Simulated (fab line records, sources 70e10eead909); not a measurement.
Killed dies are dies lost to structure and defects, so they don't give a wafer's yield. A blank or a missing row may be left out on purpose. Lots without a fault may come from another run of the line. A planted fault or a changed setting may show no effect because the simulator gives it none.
Chamber matching | flow nand_harc | NHARC_P_CONTACT_DEP_30 on pecvd-01: 3 sister chambers
The step deposits SiNx, target thk 30 nm. 20 wafers are shown with their chamber, then 10 later ones without.

WAFERS WITH THEIR CHAMBER
wafer  | chamber | heater_power_w (W)
L075.2 | 1       | 650
L075.3 | 0       | 826
L075.4 | 2       | 603
L076.2 | 1       | 583
L076.5 | 0       | 826
L076.6 | 1       | 576
L078.2 | 2       | 589
L078.5 | 0       | 874
L078.6 | 2       | 583
L079.1 | 0       | 825
L079.4 | 2       | 579
L079.6 | 1       | 644
L081.1 | 1       | 683
L081.2 | 2       | 565
L081.5 | 0       | 841
L083.1 | 0       | 849
L083.2 | 1       | 644
L083.5 | 0       | 862
L084.4 | 1       | 565
L084.5 | 2       | 574

SIGNATURES (means of the wafers above)
reading        | chamber 0 | chamber 1 | chamber 2 | scatter within a chamber
heater_power_w | 843.29    | 620.71    | 582.17    | 30.2
Rule: a wafer's distance from a chamber is the root of the sum, over the readings, of the square of ((its reading less the chamber's mean) divided by the reading's scatter). The wafer belongs to the nearest chamber; if the next one is less than 2 further off, it can't be placed. The scatter: the root of (the sum of the squares of (reading less its chamber's mean) over the shown wafers, divided by (wafers less chambers)).

WAFERS WITHOUT THEIR CHAMBER
wafer  | heater_power_w (W)
L084.6 | 759
L091.1 | 579
L091.2 | 746
L091.3 | 622
L092.1 | 521
L092.2 | 846
L092.6 | 508
L094.2 | 760
L094.4 | 599
L094.5 | 526

WHICH CHAMBER EACH WENT THROUGH
wafer  | from the rows above     | in truth
L084.6 | can't be placed: 0 or 1 | 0
L091.1 | can't be placed: 2 or 1 | 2
L091.2 | can't be placed: 0 or 1 | 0
L091.3 | can't be placed: 1 or 2 | 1
L092.1 | can't be placed: 2 or 1 | 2
L092.2 | 0                       | 0
L092.6 | can't be placed: 2 or 1 | 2
L094.2 | can't be placed: 0 or 1 | 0
L094.4 | can't be placed: 2 or 1 | 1
L094.5 | can't be placed: 2 or 1 | 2
Placed correctly: 1 of 10. Can't be placed from these rows: 9 (the true chamber is among the candidates in 9). Placed wrongly: 0.
